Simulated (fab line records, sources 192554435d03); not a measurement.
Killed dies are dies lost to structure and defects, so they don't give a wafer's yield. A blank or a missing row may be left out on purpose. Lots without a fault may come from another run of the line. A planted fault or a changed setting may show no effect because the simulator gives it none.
A struck lot beside a sound one | flow n5_finfet | 37 steps out of a route of 1938
Sound: wafers L318.1, L318.4, L318.6. Struck: wafers L317.2, L317.5, L317.6. The cause comes at the end.
At each step with rows: each side's tool, then ch and its chambers, then its first start. Under that, the readings that differ: sound wafers | struck wafers | difference of the means | sigmas: that difference in standard deviations of wafers without a fault.
alike: readings whose means differ by less than 2 such deviations, and words and numbers that are the same on both sides. not compared: withheld readings, readings that some wafer has no value for, bounds like >300 that may hide the same value, and numbers for which the record gives no deviation and whose values overlap.
The two part at a step that has a row with sigmas, a row that says differs or no value, or rows on one side only. Numbers that don't overlap but have no deviation are shown without sigmas and don't part them. A reading that every wafer of one side lacks parts them only if that side has two wafers or more.

first, 10 steps without rows for these wafers: N5_MOL_CONTACT_COAG_DESCUM_13 (chemistry O2, time 7 s); N5_MOL_CONTACT_COAG_ETCH_59 (etches underlayer in N2/H2, target depth 13 nm, time 10.4 s); N5_MOL_CONTACT_COAG_ETCH_105 (etches SiARC in CF4, target depth 15.6 nm, time 26 s); N5_MOL_CONTACT_COAG_ETCH_106 (etches SOC in N2/H2, target depth 80 nm, overetch 16 nm, time 120 s); N5_MOL_CONTACT_COAG_STRIP_107 (strips in N2/H2); N5_MOL_CONTACT_COAG_STRIP_108 (strips in N2/H2); N5_MOL_CONTACT_COAG_CONTACT_ETCH_14 (etches SiO2 in C4F6/O2, target depth 27.5 nm, overetch 8.5 nm, time 20 s); N5_MOL_CONTACT_COAG_STRIP_109 (strips in C4F6/O2); N5_MOL_CONTACT_COAG_ETCH_15 (etches SiNx in CH3F/O2, stops on Si:P, target depth 7 nm); N5_MOL_CONTACT_COAG_ETCH_110 (etches Si in CF4/O2, target depth 2.5 nm, time 8 s).
N5_MOL_CONTACT_COAG_STRIP_98: strips in N2/H2.
  sound on rie_diel-04 ch 2,3, day 8 15:18; struck on rie_diel-05 ch 1,2,3, day 8 10:02
  alike: bias_power_w, drypump_motor_current_A, h2_flow_sccm, oes_product_au, rf_vpp_V, showerhead_plenum_p_Torr, throttle_valve_pct
  not compared: rf_hours_counter_h
then, 25 steps without rows for these wafers: N5_MOL_CONTACT_COAG_IMPLANT_129; N5_MOL_CONTACT_COAG_PRECLEAN_111 (cleans in NF3:NH3, afs cycles 1, time 20 s, sublimation time 60 s); N5_MOL_CONTACT_COAG_TI_SIL_19 (material Ti, target thk 4.2 nm, time 15 s); N5_MOL_CONTACT_COAG_ALD_20 (deposits TiN, target thk 1.5 nm, pulse time 1 s, purge time 3 s); N5_MOL_CONTACT_COAG_SIL_ANNEAL_21 (time 60 s); N5_MOL_CONTACT_COAG_PRE_CLEAN_141 (time 60 s); N5_MOL_CONTACT_COAG_SPUTTER_143 (material Co, target thk 2.5 nm); N5_MOL_CONTACT_COAG_CO_FILL_22 (material Co, precursor CCTBA/H2, target thk 20 nm); N5_MOL_CONTACT_COAG_ANNEAL_113 (time 300 s); N5_MOL_CONTACT_COAG_PRE_CLEAN_142 (time 60 s); N5_MOL_CONTACT_COAG_SPUTTER_130 (material Co, target thk 47.5 nm); N5_MOL_CONTACT_COAG_PRECLEAN_125 (cleans in DIW, time 57.5 s); N5_MOL_CONTACT_COAG_SRD_126 (dry time 32 s); N5_MOL_CONTACT_COAG_CMP_23 (polishes, stops on SiO2, t overpolish 1.5 s, target thk 0 nm); N5_MOL_CONTACT_COAG_WET_ETCH_26 (target Co, target depth 13 nm); N5_MOL_CONTACT_COAG_WET_ETCH_116 (etches the open film in SC1-inhibited, target depth 4.6 nm, rinse time 30 s); N5_MOL_CONTACT_COAG_ALD_27 (deposits SiOC, target thk 17 nm, pulse time 1.5 s, time 2720 s); N5_MOL_CONTACT_COAG_CMP_28 (polishes, stops on SiNx, t overpolish 0.85 s, target thk 14.522 nm); N5_MOL_CONTACT_COAG_ALD_123 (deposits SiNx, target thk 5 nm, pulse time 1 s, purge time 2 s); N5_MOL_CONTACT_COAG_PECVD_31 (deposits SiO2 from TEOS/O2, target thk 46 nm, time 8.9 s); N5_MOL_CONTACT_COAG_COAT_75 (time 60 s, resist thk 60 nm); N5_MOL_CONTACT_COAG_COAT_76 (time 60 s, resist thk 10 nm); N5_MOL_CONTACT_COAG_COAT_77 (time 60 s, resist thk 10 nm); N5_MOL_CONTACT_COAG_COAT_78 (resist thk 40 nm); N5_MOL_CONTACT_COAG_EBR_80.
-- the record jumps here: 8 days lie between the struck wafers' starts before and after (it left off in module MOL_CONTACT_COAG and takes up again in module PASSIVATION, whose first step shown is number 1936 of the route) --
N5_PASSIVATION_PROBE_49:
  the record has rows for the struck wafers here (prober-02, day 16 04:32) and none for the sound ones

WHERE THEY PART
Only at N5_PASSIVATION_PROBE_49, within this record.

WHY: what the simulator had put in
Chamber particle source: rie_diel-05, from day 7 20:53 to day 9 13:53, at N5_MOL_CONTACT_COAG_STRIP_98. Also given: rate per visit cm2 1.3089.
